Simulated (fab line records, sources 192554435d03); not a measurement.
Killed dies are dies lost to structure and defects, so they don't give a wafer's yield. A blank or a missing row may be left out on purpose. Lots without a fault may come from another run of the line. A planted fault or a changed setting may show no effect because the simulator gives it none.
Chamber matching | flow n5_finfet | N5_BEOL_M6_ILD_DEP_00 on pecvd-03: 3 sister chambers
The step deposits SiCOH lowk from DEMS/porogen, target thk 179.75 nm, time 33.4 s. 3 wafers are shown with their chamber, then 7 later ones without.

WAFERS WITH THEIR CHAMBER
wafer  | chamber | showerhead_vpp_V (V)
L080.4 | 2       | 1401
L082.2 | 1       | 1303
L082.3 | 0       | 1408

WAFERS WITHOUT THEIR CHAMBER
wafer  | showerhead_vpp_V (V)
L082.6 | 1287
L085.1 | 1299
L085.4 | 1407
L085.6 | 1299
L097.1 | 1276
L097.4 | 1293
L097.5 | 1433

WHICH CHAMBER EACH WENT THROUGH
wafer  | from the rows above     | in truth
L082.6 | 1                       | 1
L085.1 | 1                       | 1
L085.4 | can't be placed: 0 or 2 | 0
L085.6 | 1                       | 1
L097.1 | 1                       | 1
L097.4 | 1                       | 1
L097.5 | can't be placed: 0 or 2 | 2
Placed correctly: 5 of 7. Can't be placed from these rows: 2 (the true chamber is among the candidates in 2). Placed wrongly: 0.
How it was worked out, from the rows above alone: a wafer's distance from a chamber is the root of the sum, over the readings, of the square of ((its reading less the chamber's mean) divided by the reading's scatter). The wafer belongs to the nearest chamber; if the next one is less than 2 further off, it can't be placed. A chamber's mean is the mean of its shown wafers. The scatter: with one shown wafer a chamber, the root of the mean of the squares of how far each hidden wafer lies from its nearest shown one.
